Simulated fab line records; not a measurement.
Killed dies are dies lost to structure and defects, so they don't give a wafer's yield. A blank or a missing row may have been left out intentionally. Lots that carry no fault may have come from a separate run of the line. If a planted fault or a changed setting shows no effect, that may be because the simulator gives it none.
Problem report, 8D (eight disciplines) form, completed by code + flow nand harc + the parts of the form that need people (team, actions taken, sign-off) are left out

## 1. THE ISSUE
At NHARC_END_SORT_01, sort_bin_2_pct averages 97.3 % over 2 wafers from 2 lots, while fault-free wafers read 1.3 %, standard deviation 0.65. So: +99 or more standard deviations from the usual mean.
First seen on wafer L823.5, day 22 11:29, on prober-01. Wafers with a number at this step in the record: 39, from 13 lots. Rule for "out" (also "out of limits"): further than 4 standard deviations from the usual mean. The rest of the wafers with a number are treated as sound.

## 2. WHAT IT IS AND WHAT IT IS NOT
| question                    | is                                                                                                                  | is not                                                                                                   |
|-----------------------------|---------------------------------------------------------------------------------------------------------------------|----------------------------------------------------------------------------------------------------------|
| which readings at this step | sort_bin_2_pct, defect limited yield, killed at array, killed dies, sort n pass, sort rim yield pct, sort yield pct | killed at other, killed at periphery, killed open, killed short, sort_bin_4_pct                          |
| which lots                  | L823, L824                                                                                                          | L810, L811, L812, L813, L814, L817, L825, L826, L828, L831, L833                                         |
| which wafers of those lots  | L823.5, L824.2                                                                                                      | L823.4, L823.6, L824.1, L824.4                                                                           |
| read on which gauges        | prober-01, prober-02                                                                                                | -                                                                                                        |
| when                        | from day 22 11:29                                                                                                   | up to then (19 sound wafers); but 18 sound wafers of L823, L824, L825, L826, L828, L831, L833 came after |

## 3. WHAT RULES OUT EACH SUSPECT
Counting: if a tool at a process step up to the reading ran every lot that is out, it stays a suspect. Sound lots after the first of them don't rule it out here, since some wafers of a struck lot are sound.
- the gauge at NHARC_END_SORT_01: ruled out. Those wafers that are out were read across 2 gauges (prober-01, prober-02).
- pvd sputter-01 at NHARC_A_M0_PVD_21 (deposits Cu, target thk 30 nm, time 20.49 s): kept. It ran every lot that is out, first L823 (day 20 19:23); its last sound lot up to then is L812 (day 18 04:59).
After counting, what remains is pvd sputter-01 at NHARC_A_M0_PVD_21.

## 4. THE CAUSE (what the simulator had put in)
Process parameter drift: pvd sputter-01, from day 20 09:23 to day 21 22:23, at NHARC_A_M0_PVD_21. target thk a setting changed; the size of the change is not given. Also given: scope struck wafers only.
This tool alone remained once counting was done.

## 5. SEQUENCE OF EFFECTS, ordered by route
One row per reading whose mean, taken over the struck wafers that have a number, lies over 3 standard deviations from the usual. Only readings for which the record gives a usual standard deviation are gone through. hours: the time from each lot's start at the first step in this table that gives one to its start at this step, as a median over the lots. sigmas: the change in usual standard deviations.
| hours | step              | reading              | usual  | on struck wafers | change | sigmas      |
|-------|-------------------|----------------------|--------|------------------|--------|-------------|
| 0     | NHARC_END_SORT_01 | defect limited yield | 95.7 % | 0.0              | -95.7  | -68         |
| 0     | NHARC_END_SORT_01 | killed at array      | 25     | 675              | +650   | +71         |
| 0     | NHARC_END_SORT_01 | killed dies          | 29     | 677              | +648   | +68         |
| 0     | NHARC_END_SORT_01 | sort_bin_2_pct       | 1.3 %  | 97.3             | +96.0  | +99 or more |
| 0     | NHARC_END_SORT_01 | sort n pass          | 648    | 0                | -648   | -68         |
| 0     | NHARC_END_SORT_01 | sort rim yield pct   | 94 %   | 0                | -94    | -31         |
| 0     | NHARC_END_SORT_01 | sort yield pct       | 95.7 % | 0.0              | -95.7  | -68         |

## 6. WHAT WOULD HAVE CAUGHT IT SOONER
In this record the first reading out of limits at a measuring or inspecting step was taken at day 22 11:29, 50 hours after the fault began at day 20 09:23.
An alarm limit of 4 standard deviations would not have fired on the tool readings at NHARC_A_M0_PVD_21 for which the record gives a usual standard deviation, since none of them was out on any struck wafer.
By day 22 11:29, every lot that is out (2) had started NHARC_A_M0_PVD_21 on pvd sputter-01. Had the tool been put on hold then, not one of them would have been saved.
